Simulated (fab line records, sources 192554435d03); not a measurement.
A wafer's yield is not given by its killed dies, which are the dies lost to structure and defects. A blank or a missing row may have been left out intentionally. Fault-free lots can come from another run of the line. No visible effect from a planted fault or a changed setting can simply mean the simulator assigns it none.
fab line records | flow n5Finfet
[record] lots = 10 | wafers = 30 | lastDay = 18
route steps=1938 shown BEOL_M7@1307 PASS1_CAP@1874 TV_OPEN@1888 PASSIVATION@1936
lots untouched by any fault: they come from a run of this same line in which no faults occurred
startH: the number of hours between the record's first day and the start of the first shown wafer of the lot | waitH: hours since the lot's step before | " as in the row above | L1.1+2: a row that stands for several wafers | - value missing, or start not given | * or withheld: withheld | < > ~ a bound
route shown NAME@n: NAME is a module with steps in the file, n the number in the route of the first one | usual: mean/standard deviation of fault-free wafers | same: alike in all rows | chamber/n: place in a boat | sites: each site's reading | _std_site: how widely they spread, as a standard deviation | _edge_site: inner sites' mean taken away from outer sites' mean | radiusMm: for every site, how far away it sits from the centre of the wafer | mask NAME#n: copy n | behind: the last tool/chamber to shape the wafer | hold: cause of the lot's hold/its duration in hours/its outcome | device: whichever transistor did not switch (one of n, p or np) | end of line: at the end of the route, the tests of the same wafers | a step without rows: its recipe alone | killed: dies that structure and defects cost at the first sort, which is not the same as the wafer's yield | map: a wafer's dies, marking killed ones x, the rest . and places with no die _
set.NAME: the run value of the setting; set.NAME@STEP: its run value at that earlier step | model.NAME: the simulator's own value behind a step, which no gauge read
a sample of lots followed through the steps of the route, with each step as a table and each wafer as a row
services: the hour from which a tool's chamber was out of use, counted from the record's first day as startH (under 0 if before that day), plus the number of hours and why
[[steps]]
[step N5_BEOL_M7_STRIP_36]
[recipe] chemistry = N2/H2 | powerW = 450 | tempC = 40 | pressureMtorr = 20 | rfFrequencyHz = 6e+07 | overashFraction = 0.3 | biasPowerW = 7 | h2Frac = 0.5 | n2FlowSccm = 200 | h2FlowSccm = 200
[usual] drypumpMotorCurrentA = 5.5/0.34 | oesProductAu = 0.79/0.087 | rfVppV = 59.1/1.4 | showerheadPlenumPTorr = 2.56/0.094 | throttleValvePct = 23.6/0.32
lot.wafer | tool       | chamber | startH | waitH | drypumpMotorCurrentA | oesProductAu | rfHoursCounterH | rfVppV | showerheadPlenumPTorr | throttleValvePct
L124.2    | rieDiel-01 | 2       | 220.60 | 0.0   | 5.3                  | 0.84         | 53              | 59.1   | 2.48                  | 23.1
L124.3    | "          | 0       | "      | "     | 5.9                  | 0.83         | 76              | 59.1   | 2.57                  | 23.2
L124.4    | "          | 1       | "      | "     | 5.8                  | 0.71         | 223             | 60.1   | 2.51                  | 24.3
L125.1    | rieDiel-02 | 1       | 228.69 | 0.0   | 5.7                  | 0.90         | 30              | 59.1   | 2.69                  | 23.3
L125.3    | "          | 2       | "      | "     | 6.0                  | 0.72         | 179             | 56.2   | 2.43                  | 24.0
L125.4    | "          | 3       | "      | "     | 5.9                  | 0.68         | 230             | 58.3   | 2.60                  | 23.8
L127.2    | rieDiel-04 | 1       | 241.91 | 0.0   | 5.2                  | 0.85         | 76              | 58.6   | 2.46                  | 23.8
L127.4    | "          | 0       | "      | "     | 5.0                  | 0.72         | 213             | 58.4   | 2.63                  | 23.5
L127.6    | "          | 3       | "      | "     | 5.2                  | 0.94         | -               | 60.6   | 2.71                  | 23.3
L128.1    | rieDiel-01 | 3       | 253.16 | 0.0   | 5.3                  | 0.92         | 16              | 58.8   | 2.49                  | 23.3
L128.2    | "          | 1       | "      | "     | 5.8                  | 0.70         | 234             | 59.4   | 2.50                  | 24.2
L128.4    | "          | 0       | "      | "     | 5.9                  | 0.80         | 86              | 61.1   | 2.56                  | 23.2
L130.1    | rieDiel-04 | 1       | 262.39 | 0.0   | 5.2                  | 0.82         | 81              | 59.6   | 2.46                  | 23.8
L130.3    | "          | 0       | "      | "     | 5.0                  | 0.70         | 218             | 59.7   | 2.63                  | 23.5
L130.5    | "          | 2       | "      | "     | 5.5                  | 0.76         | -               | 58.7   | 2.63                  | 23.5
L133.3    | rieDiel-01 | 0       | 273.03 | 0.0   | 5.9                  | 0.79         | 93              | 60.2   | 2.56                  | 23.3
L133.4    | "          | 2       | "      | "     | 5.3                  | 0.84         | 67              | 58.3   | 2.47                  | 23.1
L133.5    | "          | 1       | "      | "     | 5.8                  | 0.70         | -               | 56.5   | 2.50                  | 24.3
L134.4    | rieDiel-01 | 2       | 273.43 | 0.0   | 5.4                  | 0.83         | 67              | 59.8   | 2.47                  | 23.1
L134.5    | "          | 2       | "      | "     | 5.3                  | 0.83         | -               | 58.2   | 2.47                  | 23.1
L134.6    | "          | 3       | "      | "     | 5.3                  | 0.90         | -               | 59.4   | 2.48                  | 23.3
L140.1    | rieDiel-04 | 2       | 331.92 | 0.0   | 5.5                  | 0.73         | 207             | 61.5   | 2.63                  | 23.6
L140.3    | "          | 1       | "      | "     | 5.2                  | 0.81         | 100             | 59.7   | 2.45                  | 23.8
L140.4    | "          | 3       | "      | "     | 5.2                  | 0.87         | 44              | 59.5   | 2.70                  | 23.3
L142.1    | rieDiel-01 | 0       | 337.77 | 0.0   | 5.9                  | 0.78         | 114             | 57.7   | 2.55                  | 23.3
L142.2    | "          | 2       | "      | "     | 5.4                  | 0.80         | 89              | 58.8   | 2.46                  | 23.2
L142.6    | "          | 0       | "      | "     | 5.9                  | 0.78         | -               | 58.3   | 2.55                  | 23.2
L144.1    | rieDiel-02 | 2       | 339.94 | 0.0   | 6.0                  | 0.69         | 214             | 59.4   | 2.41                  | 24.0
L144.2    | "          | 1       | "      | "     | 5.7                  | 0.86         | 66              | 57.7   | 2.67                  | 23.3
L144.4    | "          | 2       | "      | "     | 6.0                  | 0.69         | -               | 61.5   | 2.41                  | 24.0
[step N5_PASSIVATION_PECVD_01]
[recipe] material = SiNx | targetThkA = 2000 | tempC = 400 | precursor = SiH4/NH3/N2 | pressureTorr = 4.9 | rfW = 1406 | timeS = 43.2
[usual] heaterPowerW = 397/95 | showerheadPlenumPTorr = 8.63/0.067 | susceptorTempC = 399.98/0.19 | throttleValvePct = 28.8/0.93
lot.wafer | tool     | chamber | startH | waitH | heaterPowerW | showerheadPlenumPTorr | susceptorTempC | throttleValvePct
L124.2    | pecvd-02 | 0       | 287.79 | 0.0   | 193          | 8.70                  | 399.94         | 29.3
L124.3    | "        | 1       | "      | "     | 419          | 8.69                  | 400.00         | 30.1
L124.4    | "        | 0       | "      | "     | 209          | 8.70                  | 399.69         | 29.2
L125.1    | pecvd-01 | 2       | 295.55 | 0.0   | 437          | 8.64                  | 399.80         | 28.3
L125.3    | "        | 0       | "      | "     | 409          | 8.66                  | 400.12         | 29.1
L125.4    | "        | 0       | "      | "     | 430          | 8.65                  | 399.92         | 29.0
L127.2    | pecvd-01 | 0       | 309.08 | 0.0   | 469          | 8.64                  | 399.89         | 29.1
L127.4    | "        | 2       | "      | "     | 500          | 8.63                  | 399.96         | 28.3
L127.6    | "        | 0       | "      | "     | 466          | 8.64                  | 399.63         | 29.1
L128.1    | pecvd-01 | 0       | 323.66 | 0.0   | 423          | 8.64                  | 400.27         | 29.0
L128.2    | "        | 1       | "      | "     | 400          | 8.57                  | 399.61         | 29.2
L128.4    | "        | 1       | "      | "     | 416          | 8.60                  | 399.64         | 29.3
L130.1    | pecvd-02 | 1       | 334.39 | 0.0   | 418          | 8.69                  | 400.14         | 29.9
L130.3    | "        | 2       | "      | "     | 356          | 8.57                  | 399.73         | 28.8
L130.5    | "        | 1       | "      | "     | 431          | 8.71                  | 400.02         | 29.8
L134.4    | pecvd-04 | 2       | 346.10 | 0.0   | 429          | 8.74                  | 399.72         | 27.3
L134.5    | "        | 1       | "      | "     | 488          | 8.58                  | 400.02         | 28.4
L134.6    | "        | 0       | "      | "     | 304          | 8.54                  | 400.04         | 29.9
L133.3    | pecvd-02 | 2       | 346.56 | 0.0   | 277          | 8.55                  | 399.82         | 29.2
L133.4    | "        | 0       | "      | "     | 250          | 8.67                  | 399.69         | 29.5
L133.5    | "        | 2       | "      | "     | 292          | 8.54                  | 399.72         | 29.1
L140.1    | pecvd-01 | 2       | 401.59 | 0.0   | 402          | 8.64                  | 399.79         | 28.5
L140.3    | "        | 0       | "      | "     | 424          | 8.63                  | 400.17         | 28.8
L140.4    | "        | 2       | "      | "     | 413          | 8.67                  | 400.03         | 28.5
L142.1    | pecvd-02 | 0       | 409.40 | 0.0   | 257          | 8.68                  | 400.16         | 29.5
L142.2    | "        | 2       | "      | "     | 358          | 8.55                  | 400.27         | 29.3
L142.6    | "        | 2       | "      | "     | 378          | 8.55                  | 399.63         | 29.5
L144.1    | pecvd-02 | 1       | 417.48 | 0.0   | 502          | 8.67                  | 399.85         | 27.9
L144.2    | "        | 0       | "      | "     | 253          | 8.67                  | 399.80         | 29.2
L144.4    | "        | 2       | "      | "     | 305          | 8.54                  | 400.25         | 29.5
[step N5_PASSIVATION_VIA_ETCH_13]
[recipe] chemistry = CHF3/O2 | target = SiO2 | targetDepthA = 6600 | CHF3_flow_sccm = 50 | O2_flow_sccm = 5 | Ar_flow_sccm = 200 | timeS = 330 | maskMaterial = PR | pressureMtorr = 30 | sourceW = 650 | biasW = 170 | ionEnergyEv = 200 | ends = cleared
[usual] drypumpMotorCurrentA = 5.6/0.33 | etchRfOnTimeS = 235/4.4 | mfcArSccm = 200.0/0.61 | oesProductAu = 0.73/0.076 | rfVppV = 522/4.6 | showerheadPlenumPTorr = 2.41/0.084 | throttleValvePct = 18.77/0.2
lot.wafer | tool       | chamber | startH | waitH | drypumpMotorCurrentA | etchRfOnTimeS | mfcArSccm | oesProductAu | rfHoursCounterH | rfVppV | showerheadPlenumPTorr | throttleValvePct
L124.2    | rieDiel-01 | 0       | 288.56 | 0.0   | 5.9                  | 231           | 200.2     | 0.72         | 98              | 514    | 2.43                  | 18.53
L124.3    | "          | 2       | "      | "     | 5.4                  | 229           | 199.3     | 0.75         | 72              | 523    | 2.35                  | 18.50
L124.4    | "          | 3       | "      | "     | 5.3                  | 234           | 199.3     | 0.81         | 27              | 529    | 2.36                  | 18.58
L125.1    | rieDiel-02 | 1       | 296.28 | 0.0   | 5.7                  | 233           | 199.9     | 0.80         | 48              | 526    | 2.56                  | 18.73
L125.3    | "          | 3       | "      | "     | 5.9                  | 242           | 200.3     | 0.61         | 247             | 519    | 2.47                  | 19.01
L125.4    | "          | 2       | "      | "     | 6.0                  | 239           | 200.2     | 0.64         | 196             | 523    | 2.31                  | 18.93
L127.2    | rieDiel-02 | 2       | 310.64 | 0.0   | 6.0                  | 236           | 199.8     | 0.63         | 201             | 521    | 2.30                  | 18.93
L127.4    | "          | 3       | "      | "     | 5.9                  | 242           | 200.1     | 0.62         | -               | 520    | 2.46                  | 19.04
L127.6    | "          | 2       | "      | "     | 6.0                  | 238           | 199.7     | 0.64         | -               | 523    | 2.30                  | 18.92
L128.1    | rieDiel-04 | 1       | 325.70 | 0.0   | 5.2                  | 231           | 200.9     | 0.74         | 99              | 516    | 2.34                  | 19.05
L128.2    | "          | 2       | "      | "     | 5.5                  | 237           | 200.2     | 0.65         | 206             | 520    | 2.48                  | 18.90
L128.4    | "          | 0       | "      | "     | 4.9                  | 239           | 199.2     | 0.63         | 236             | 522    | 2.46                  | 18.92
L130.1    | rieDiel-01 | 2       | 338.09 | 0.0   | 5.3                  | 231           | 198.7     | 0.73         | 89              | 521    | 2.35                  | 18.54
L130.3    | "          | 3       | "      | "     | 5.3                  | 232           | 199.5     | 0.78         | 45              | 529    | 2.36                  | 18.60
L130.5    | "          | 0       | "      | "     | 5.9                  | 242           | 200.5     | 0.69         | -               | 515    | 2.42                  | 18.55
L133.3    | rieDiel-04 | 1       | 348.28 | 0.0   | 5.2                  | 235           | 200.3     | 0.73         | 106             | 518    | 2.33                  | 19.06
L133.4    | "          | 2       | "      | "     | 5.5                  | 242           | 200.4     | 0.65         | 212             | 521    | 2.48                  | 18.92
L133.5    | "          | 1       | "      | "     | 5.1                  | 237           | 199.7     | 0.73         | -               | 517    | 2.33                  | 19.06
L134.4    | rieDiel-01 | 2       | 348.39 | 0.0   | 5.4                  | 237           | 199.6     | 0.72         | 93              | 525    | 2.35                  | 18.53
L134.5    | "          | 1       | "      | "     | 5.7                  | 237           | 199.4     | 0.89         | -               | 521    | 2.38                  | 18.91
L134.6    | "          | 0       | "      | "     | 5.9                  | 235           | 200.0     | 0.70         | -               | 512    | 2.42                  | 18.57
L140.1    | rieDiel-01 | 3       | 405.29 | 0.0   | 5.3                  | 231           | 200.3     | 0.76         | 65              | 528    | 2.35                  | 18.65
L140.3    | "          | 1       | "      | "     | 5.8                  | 226           | 200.4     | 0.82         | 16              | 520    | 2.37                  | 18.93
L140.4    | "          | 2       | "      | "     | 5.4                  | 235           | 199.6     | 0.71         | 107             | 524    | 2.34                  | 18.57
L142.1    | rieDiel-04 | 1       | 411.24 | 0.0   | 5.3                  | 230           | 199.7     | 0.72         | 128             | 518    | 2.33                  | 19.10
L142.2    | "          | 3       | "      | "     | 5.2                  | 229           | 199.7     | 0.75         | 68              | 530    | 2.54                  | 18.53
L142.6    | "          | 1       | "      | "     | 5.3                  | 229           | 199.0     | 0.72         | -               | 517    | 2.33                  | 19.11
L144.1    | rieDiel-02 | 1       | 419.10 | 0.0   | 5.7                  | 235           | 201.0     | 0.75         | 92              | 525    | 2.54                  | 18.81
L144.2    | "          | 2       | "      | "     | 6.0                  | 241           | 200.5     | 0.62         | 236             | 522    | 2.29                  | 18.98
L144.4    | "          | 0       | "      | "     | 5.8                  | 234           | 199.5     | 0.79         | 35              | 520    | 2.46                  | 18.75
[step N5_PASSIVATION_ETCH_15]
[recipe] chemistry = CF4/N2 | target = SiCN | targetDepthA = 750 | taperDeg = 2 | timeS = 81.2 | ionEnergyEv = 150 | maskMaterial = SiNx | pressureMtorr = 40 | sourceW = 430 | biasW = 70 | Ar_flow_sccm = 100 | cf4FlowSccm = 60 | n2FlowSccm = 60
[usual] drypumpMotorCurrentA = 5.6/0.33 | mfcArSccm = 100.0/0.31 | oesProductAu = 0.81/0.084 | rfVppV = 382.3/2.1 | showerheadPlenumPTorr = 2.21/0.077 | throttleValvePct = 15.32/0.2
lot.wafer | tool       | chamber | startH | waitH | drypumpMotorCurrentA | mfcArSccm | oesProductAu | rfHoursCounterH | rfVppV | showerheadPlenumPTorr | throttleValvePct
L124.2    | rieDiel-01 | 0       | -      | -     | 5.9                  | 99.7      | 0.79         | 98              | 381.0  | 2.22                  | 15.12
L124.3    | "          | 2       | "      | "     | 5.4                  | 99.8      | 0.82         | 72              | 381.8  | 2.15                  | 15.08
L124.4    | "          | 3       | "      | "     | 5.3                  | 99.9      | 0.90         | 27              | 382.0  | 2.16                  | 15.11
L125.1    | rieDiel-02 | 1       | -      | -     | 5.7                  | 100.1     | 0.89         | 48              | 385.4  | 2.33                  | 15.21
L125.3    | "          | 3       | "      | "     | 5.8                  | 99.8      | 0.67         | 247             | 384.0  | 2.26                  | 15.61
L125.4    | "          | 2       | "      | "     | 6.0                  | 100.0     | 0.72         | 196             | 379.2  | 2.11                  | 15.46
L127.2    | rieDiel-02 | 2       | -      | -     | 6.0                  | 100.0     | 0.71         | 201             | 378.7  | 2.11                  | 15.47
L127.4    | "          | 3       | "      | "     | 5.9                  | 100.2     | 0.67         | -               | 383.2  | 2.25                  | 15.62
L127.6    | "          | 2       | "      | "     | 6.0                  | 100.5     | 0.71         | -               | 379.0  | 2.11                  | 15.49
L128.1    | rieDiel-04 | 1       | -      | -     | 5.2                  | 100.1     | 0.82         | 99              | 380.4  | 2.13                  | 15.55
L128.2    | "          | 2       | "      | "     | 5.5                  | 100.2     | 0.73         | 206             | 385.3  | 2.28                  | 15.53
L128.4    | "          | 0       | "      | "     | 4.9                  | 99.6      | 0.70         | 236             | 383.4  | 2.27                  | 15.60
L130.1    | rieDiel-01 | 2       | -      | -     | 5.4                  | 100.3     | 0.81         | 89              | 380.2  | 2.15                  | 15.11
L130.3    | "          | 3       | "      | "     | 5.3                  | 100.3     | 0.88         | 45              | 380.4  | 2.15                  | 15.15
L130.5    | "          | 0       | "      | "     | 5.8                  | 100.3     | 0.78         | -               | 382.7  | 2.22                  | 15.16
L133.3    | rieDiel-04 | 1       | -      | -     | 5.2                  | 100.5     | 0.82         | 106             | 378.5  | 2.13                  | 15.56
L133.4    | "          | 2       | "      | "     | 5.5                  | 100.7     | 0.73         | 213             | 384.3  | 2.28                  | 15.56
L133.5    | "          | 1       | "      | "     | 5.2                  | 100.2     | 0.82         | -               | 379.8  | 2.13                  | 15.56
L134.4    | rieDiel-01 | 2       | -      | -     | 5.3                  | 99.9      | 0.81         | 93              | 380.8  | 2.15                  | 15.12
L134.5    | "          | 1       | "      | "     | 5.8                  | 100.3     | 0.98         | -               | 381.0  | 2.17                  | 15.41
L134.6    | "          | 0       | "      | "     | 5.9                  | 100.1     | 0.78         | -               | 384.0  | 2.22                  | 15.16
L140.1    | rieDiel-01 | 3       | -      | -     | 5.3                  | 99.8      | 0.85         | 66              | 380.2  | 2.15                  | 15.19
L140.3    | "          | 1       | "      | "     | 5.8                  | 100.1     | 0.92         | 16              | 381.2  | 2.17                  | 15.43
L140.4    | "          | 2       | "      | "     | 5.4                  | 99.9      | 0.79         | 107             | 381.9  | 2.14                  | 15.14
L142.1    | rieDiel-04 | 1       | -      | -     | 5.2                  | 99.8      | 0.80         | 128             | 380.3  | 2.12                  | 15.60
L142.2    | "          | 3       | "      | "     | 5.1                  | 100.0     | 0.82         | 68              | 385.3  | 2.33                  | 15.10
L142.6    | "          | 1       | "      | "     | 5.2                  | 100.3     | 0.79         | -               | 381.3  | 2.12                  | 15.62
L144.1    | rieDiel-02 | 1       | -      | -     | 5.7                  | 100.4     | 0.83         | 92              | 385.5  | 2.32                  | 15.29
L144.2    | "          | 2       | "      | "     | 6.0                  | 99.9      | 0.69         | 236             | 379.0  | 2.09                  | 15.54
L144.4    | "          | 0       | "      | "     | 5.8                  | 99.8      | 0.88         | 35              | 382.6  | 2.24                  | 15.22
[step N5_PASSIVATION_PROBE_49]
[usual] defectLimitedYield = 91.1/1.5 | killed_at_M0_to_M3 = 35/9.5 | killed_at_M4_up = 13/5.2 | killedAtContacts = 12/6.1 | killedAtFrontEnd = 41/14 | killedAtOther = 3.8/2.9 | killedDies = 105/17 | killedOpen = 70/13 | killedShort = 33/8.4 | sort_bin_5_function = 5.1/0.97 | sort_bin_6_memory = 3.4/0.69 | sort_bin_8_speed = 0.00/0.007 | sortNPass = 1075/17 | sortYieldPct = 91.1/1.5
[same] grossDies = 1180 | killedAtBackSide = 0 | sort_bin_4_leakage[%] = 0
lot.wafer | tool      | chamber | startH | waitH | defectLimitedYield[%] | killed_at_M0_to_M3 | killed_at_M4_up | killedAtContacts | killedAtFrontEnd | killedAtOther | killedDies | killedOpen | killedShort | sort_bin_5_function[%] | sort_bin_6_memory[%] | sort_bin_8_speed[%] | sortNPass | sortYieldPct[%]
L133.3    | prober-01 | -       | 354.44 | 0.1   | 86.5                  | 36                 | 82              | 11               | 27               | 3             | 159        | 57         | 35          | 7.8                    | 3.9                  | 0                   | 1021      | 86.5
L133.4    | prober-01 | -       | 354.49 | 0.2   | 88.1                  | 32                 | 54              | 21               | 29               | 4             | 140        | 73         | 26          | 7.1                    | 3.8                  | 0                   | 1040      | 88.1
L133.5    | prober-01 | -       | 354.54 | 0.2   | 82.5                  | 25                 | 136             | 9                | 36               | 1             | 207        | 57         | 28          | 9.9                    | 4.7                  | 0                   | 973       | 82.5
L134.4    | prober-01 | -       | 355.32 | 0.2   | 89.2                  | 35                 | 42              | 14               | 27               | 9             | 127        | 57         | 36          | 6.1                    | 3.1                  | 0                   | 1053      | 89.2
L134.5    | prober-01 | -       | 355.37 | 0.2   | 90.4                  | 30                 | 40              | 6                | 30               | 7             | 113        | 50         | 29          | 4.7                    | 3.4                  | 0                   | 1067      | 90.4
L134.6    | prober-01 | -       | 355.42 | 0.3   | 80.3                  | 28                 | 136             | 18               | 43               | 8             | 233        | 71         | 33          | 11.6                   | 5.4                  | 0                   | 947       | 80.3
// killed by level:class
L133.3 BEOL_M7:unspecified=66 BEOL_M0_SAQP:geometricParticle:short=12 BEOL_M4:geometricParticle:open=8 MOL_CONTACT_COAG:geometricParticle:open=7 BEOL_M2:geometricParticle:open=6 BEOL_M0_SAQP:geometricParticle:open=5 BEOL_M3:geometricParticle:open=5 MOL_CONTACT_COAG:geometricParticle:short=4
L133.4 BEOL_M7:unspecified=38 MOL_CONTACT_COAG:geometricParticle:open=17 BEOL_M0_SAQP:geometricParticle:open=10 STI_FIN_REVEAL:geometricParticle:open=9 BEOL_M0_SAQP:geometricParticle:short=9 FIN_SAQP:geometricParticle:short=5 FIN_SAQP:geometricParticle:open=5 BEOL_M3:geometricParticle:open=5
L133.5 BEOL_M7:unspecified=120 FIN_SAQP:geometricParticle:open=8 MOL_CONTACT_COAG:geometricParticle:open=7 BEOL_M0_SAQP:geometricParticle:open=7 FIN_SAQP:geometricParticle:short=6 STI_FIN_REVEAL:geometricParticle:open=6 GATE_CUT:geometricParticle:open=5 BEOL_M0_SAQP:geometricParticle:short=5
L134.4 BEOL_M7:unspecified=32 MOL_CONTACT_COAG:geometricParticle:open=13 STI_FIN_REVEAL:geometricParticle:open=11 BEOL_M0_SAQP:geometricParticle:short=8 BEOL_M0_SAQP:geometricParticle:open=6 BEOL_M2:geometricParticle:short=6 BEOL_M7:geometricParticle:open=5 BEOL_M1:geometricParticle:open=4
L134.5 BEOL_M7:unspecified=32 STI_FIN_REVEAL:geometricParticle:open=11 BEOL_M1:geometricParticle:open=9 BEOL_M0_SAQP:geometricParticle:short=7 STI_FIN_REVEAL:geometricParticle:short=5 GATE_CUT:geometricParticle:short=5 MOL_CONTACT_COAG:geometricParticle:open=5 GATE_CUT:geometricParticle:open=4
L134.6 BEOL_M7:unspecified=126 STI_FIN_REVEAL:geometricParticle:open=12 MOL_CONTACT_COAG:geometricParticle:open=10 DUMMY_GATE:geometricParticle:open=9 BEOL_M1:geometricParticle:open=9 MOL_CONTACT_COAG:geometricParticle:short=8 BEOL_M0_SAQP:geometricParticle:open=5 STI_FIN_REVEAL:geometricParticle:short=4
[[services]]
tool       | chamber | startH | hours | kind
rieDiel-01 | -       | 196.89 | 8.3   | repair
pecvd-01   | 2       | 235.29 | 6.0   | repair
pecvd-01   | 2       | 255.35 | 1.9   | repair
rieDiel-01 | 2       | 258.46 | 12.2  | repair
rieDiel-02 | 0       | 296.99 | -     | clean
rieDiel-02 | 0       | 296.99 | -     | consumableReplace:focusRing
rieDiel-02 | 0       | 296.99 | 19.5  | scheduledDown
rieDiel-02 | 0       | 296.99 | 19.5  | ventCycle
rieDiel-02 | 3       | 316.53 | -     | clean
rieDiel-02 | 3       | 316.53 | -     | consumableReplace:focusRing
rieDiel-02 | 3       | 316.53 | 36.0  | scheduledDown
rieDiel-01 | 1       | 323.28 | 2.4   | repair
rieDiel-01 | 1       | 325.83 | -     | clean
rieDiel-01 | 1       | 325.83 | -     | consumableReplace:focusRing
rieDiel-01 | 1       | 325.83 | 22.3  | scheduledDown
rieDiel-01 | 1       | 325.83 | 22.3  | ventCycle
pecvd-04   | 0       | 327.13 | 2.1   | repair
rieDiel-04 | 0       | 369.95 | -     | clean
rieDiel-04 | 0       | 369.95 | -     | consumableReplace:focusRing
rieDiel-02 | 2       | 383.27 | 9.3   | repair
pecvd-02   | -       | 386.84 | 1.9   | repair
pecvd-04   | 2       | 394.54 | 4.2   | repair
pecvd-02   | 0       | 396.31 | 10.5  | repair
pecvd-01   | -       | 405.73 | 1.0   | repair
[[key]]
[firstSign] step = N5_PASSIVATION_PROBE_49 | reading = killed_at_M4_up | direction = up | sigmas = 13 | usual = 13 | struck = 82
[effect] step = N5_PASSIVATION_PROBE_49 | reading = defectLimitedYield | direction = down | sigmas = 3.4 | usual = 91.1 | struck = 86.2 | wafersMoved = 4
[moreKillsBornAt] N5_BEOL_M7_STRIP_36@rieDiel-01 = 414
metAt N5_BEOL_M7_STRIP_36
struckLots L133,L134
notActingAt N5_PASSIVATION_PECVD_01,N5_PASSIVATION_VIA_ETCH_13,N5_PASSIVATION_ETCH_15
onsetBetween 253.16 273.03
[fault] kind = chamberParticleSource | tool = rieDiel-01 | chamber = - | onsetH = 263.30 | steps = N5_BEOL_M7_STRIP_36 | ratePerVisitCm2 = 0.74913 | endH = 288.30
